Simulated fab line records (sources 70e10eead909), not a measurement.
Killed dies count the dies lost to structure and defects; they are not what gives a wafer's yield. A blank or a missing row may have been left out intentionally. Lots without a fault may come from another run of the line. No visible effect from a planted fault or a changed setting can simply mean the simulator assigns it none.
2 desks looking at one fault + flow nand harc + each desk holds nothing but its own numbers, with what lay behind them at the end

METROLOGY DESK
Means of the sampled wafers that have a number, per lot and without regard to the tool the lot ran on: this is what the gauges read. Any lot whose mean is over 4 standard deviations away from the usual mean is out of limits and marked OUT; that distance is given in the brackets.
Columns: A = thk nm at NHARC_A_M1_THK_MEAS_24, usual 154.4 nm
| lot  | first seen here | A     |
|------|-----------------|-------|
| L890 | day 22 23:44    | 153.6 |
| L891 | day 23 03:37    | 153.0 |
| L894 | day 24 10:11    | 153.3 |
| L893 | day 24 11:54    | 153.6 |
| L892 | day 24 12:35    | 154.2 |
| L895 | day 24 22:43    | 156.7 |
| L897 | day 25 16:31    | 155.0 |
| L898 | day 26 07:44    | 154.8 |
| L900 | day 27 10:10    | 154.7 |
| L899 | day 27 17:21    | 152.2 |
| L901 | day 27 22:34    | 152.0 |
| L902 | day 28 22:41    | 153.9 |
| L907 | day 30 16:07    | 153.0 |
| L911 | day 31 06:58    | 153.6 |
| L909 | day 31 08:26    | 151.7 |
This desk's verdict: no lot among the 15 shows anything out of limits.

TOOL OWNER'S DESK, rie diel-11
The tool's own readings at NHARC_A_BONDPAD_ETCH_12 (etches the open film in CHF3/O2, target depth 220 nm, time 110 s): means of the sampled wafers that have a number, for each lot that ran on this tool. Any lot whose mean is over 4 standard deviations away from the usual mean is out of limits and marked OUT; that distance is given in the brackets.
Columns: A = drypump motor current A at NHARC_A_BONDPAD_ETCH_12, usual 6.0 A; B = oes product au at NHARC_A_BONDPAD_ETCH_12, usual 0.941 a.u.; C = rf fwd power W at NHARC_A_BONDPAD_ETCH_12, usual 496.7 W; D = rf vpp V at NHARC_A_BONDPAD_ETCH_12, usual 370.0 V; E = showerhead plenum p Torr at NHARC_A_BONDPAD_ETCH_12, usual 2.38 Torr; F = throttle valve pct at NHARC_A_BONDPAD_ETCH_12, usual 20.573 %
| lot  | first seen here | A   | B                | C                       | D     | E    | F      |
|------|-----------------|-----|------------------|-------------------------|-------|------|--------|
| L890 | day 23 02:15    | 6.0 | 0.957            | 498.3                   | 370.2 | 2.38 | 20.567 |
| L891 | day 23 06:01    | 6.3 | 0.935            | 495.3                   | 370.8 | 2.39 | 20.571 |
| L894 | day 24 12:38    | 6.1 | 0.929            | 495.9                   | 367.7 | 2.29 | 20.581 |
| L893 | day 24 14:22    | 6.2 | 0.960            | 496.5                   | 370.3 | 2.37 | 20.576 |
| L892 | day 24 15:04    | 6.0 | 0.964            | 497.2                   | 370.8 | 2.44 | 20.577 |
| L895 | day 25 01:10    | 5.9 | 0.927            | 497.2                   | 369.3 | 2.36 | 20.574 |
| L897 | day 25 18:59    | 6.0 | 0.936            | 496.3                   | 370.9 | 2.44 | 20.570 |
| L900 | day 27 12:47    | 5.8 | 0.944            | 496.7                   | 369.7 | 2.35 | 20.576 |
| L899 | day 27 20:31    | 6.0 | 0.952            | 498.0                   | 371.7 | 2.44 | 20.576 |
| L901 | day 28 01:03    | 6.2 | 0.971            | 496.4                   | 370.2 | 2.37 | 20.574 |
| L902 | day 29 01:10    | 6.0 | 0.936            | 495.1                   | 370.2 | 2.36 | 20.568 |
| L907 | day 30 18:55    | 5.8 | 0.735 (-8.9) OUT | 297.1 (-99 or more) OUT | 371.5 | 2.45 | 20.569 |
| L911 | day 31 09:36    | 5.9 | 0.724 (-9.4) OUT | 297.5 (-99 or more) OUT | 369.9 | 2.36 | 20.583 |
| L909 | day 31 11:02    | 6.0 | 0.703 (-10) OUT  | 295.5 (-99 or more) OUT | 367.1 | 2.27 | 20.578 |
Finding of this desk: L907, L909, L911 out of limits; the first was L907 at day 30 18:55, on oes product au at NHARC_A_BONDPAD_ETCH_12. Within limits: L890, L891, L894, L893, L892, L895, L897, L900, L899, L901, L902.

BROUGHT TOGETHER
At day 30 18:55, on L907, L909, L911, the tool owner's desk was in a position to raise an alarm.
Nothing out of limits was seen by the metrology desk.
The metrology desk has L907, L909, L911 on record, within its limits.
All the named lots went through NHARC_A_BONDPAD_ETCH_12 on rie diel-11.

WHAT THE SIMULATOR PUT IN
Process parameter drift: rie diel-11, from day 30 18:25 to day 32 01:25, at NHARC_A_BONDPAD_ETCH_12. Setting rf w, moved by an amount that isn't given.
Shown lots that were struck: L907, L909, L911.
Hours from the fault's start to each desk's first reading out of limits: the tool owner's desk, 1.
